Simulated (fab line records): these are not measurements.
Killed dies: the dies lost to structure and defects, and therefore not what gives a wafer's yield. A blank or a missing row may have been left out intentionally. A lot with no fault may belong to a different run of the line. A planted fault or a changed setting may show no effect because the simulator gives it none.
Matching of chambers    flow nand_harc    cmp-04 running NHARC_P_M2_CMP_23: 4 sister chambers
The step polishes, t overpolish 20 s, target thk 144.3 nm. 8 wafers are shown with their chamber, then 11 later ones without.

## WAFERS PAIRED WITH THEIR CHAMBERS
wafer   chamber  motor_current_A (A)  time_to_endpoint_s (s)
L087.1  2        12.5                 25
L090.1  3        10.8                 23
L090.3  1        11.1                 33
L090.6  0        13.7                 32
L093.2  2        11.9                 26
L093.3  0        14.0                 35
L093.4  1        10.6                 33
L093.1  3        11.1                 31

## WAFERS WITH NO CHAMBER GIVEN
wafer   motor_current_A (A)  time_to_endpoint_s (s)
L093.5  10.4                 35
L093.6  13.0                 34
L092.3  10.5                 31
L092.4  11.8                 26
L092.6  11.9                 25
L092.1  13.8                 31
L092.2  10.4                 25
L092.5  10.6                 26
L095.1  12.5                 23
L095.3  11.0                 32
L095.6  10.6                 30

## CHAMBER TAKEN BY EACH
wafer   from the rows above      in truth
L093.5  can't be placed: 1 or 3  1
L093.6  can't be placed: 0 or 2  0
L092.3  can't be placed: 1 or 3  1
L092.4  can't be placed: 2 or 3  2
L092.6  2                        2
L092.1  0                        0
L092.2  can't be placed: 3 or 1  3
L092.5  can't be placed: 3 or 1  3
L095.1  2                        2
L095.3  can't be placed: 1 or 3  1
L095.6  can't be placed: 1 or 3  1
3 of 11 placed correctly. These rows do not allow placing 8 (true chamber among the candidates in 8). Wrongly placed: 0.
How it was worked out, from the rows above alone: a wafer's distance from a chamber is the root of the sum, over the readings, of the square of ((its reading less the chamber's mean) divided by the reading's scatter). The wafer belongs to the nearest chamber; if the next one is less than 2 further off, it can't be placed. Each chamber's mean is taken over the wafers shown for it. How the scatter is found: for the shown wafers, subtract from each reading the mean of its chamber, square and add these, divide the total by (wafers less chambers), then take the root.
